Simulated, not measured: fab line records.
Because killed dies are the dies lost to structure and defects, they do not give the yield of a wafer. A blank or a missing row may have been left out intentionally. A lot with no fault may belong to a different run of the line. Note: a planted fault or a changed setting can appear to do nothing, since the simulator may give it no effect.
Chamber matching + flow n5_finfet + rie_diel-01 running N5_DUMMY_GATE_STRIP_48: 4 sister chambers
The step strips in N2/H2, time 20 s. 4 wafers are shown with their chamber, then 8 later ones without.

## WAFERS, EACH WITH ITS CHAMBER
| wafer  | chamber | showerhead_plenum_p_Torr (Torr) |
|--------|---------|---------------------------------|
| L083.2 | 2       | 3.25                            |
| L083.5 | 0       | 3.58                            |
| L083.6 | 3       | 3.50                            |
| L086.1 | 1       | 3.52                            |

## WAFERS WHOSE CHAMBER IS MISSING
| wafer  | showerhead_plenum_p_Torr (Torr) |
|--------|---------------------------------|
| L086.3 | 3.57                            |
| L086.5 | 3.52                            |
| L088.1 | 3.49                            |
| L088.3 | 3.51                            |
| L088.4 | 3.57                            |
| L089.1 | 3.51                            |
| L089.4 | 3.49                            |
| L089.5 | 3.49                            |

## EACH ONE'S CHAMBER
| wafer  | from the rows above     | in truth |
|--------|-------------------------|----------|
| L086.3 | 0                       | 0        |
| L086.5 | 1                       | 1        |
| L088.1 | 3                       | 3        |
| L088.3 | can't be placed: 3 or 1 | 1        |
| L088.4 | 0                       | 0        |
| L089.1 | can't be placed: 3 or 1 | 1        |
| L089.4 | 3                       | 3        |
| L089.5 | 3                       | 3        |
Correct placement for 6 of the 8. Can't be placed from these rows: 2 (the true chamber is among the candidates in 2). Number placed wrongly: 0.
How it was worked out, from the rows above alone: a wafer's distance from a chamber is the root of the sum, over the readings, of the square of ((its reading less the chamber's mean) divided by the reading's scatter). The wafer belongs to the nearest chamber; if the next one is less than 2 further off, it can't be placed. Each chamber's mean is taken over the wafers shown for it. The scatter (one wafer shown for each chamber): square how far every hidden wafer sits from the nearest shown wafer, average those squares and take the square root.
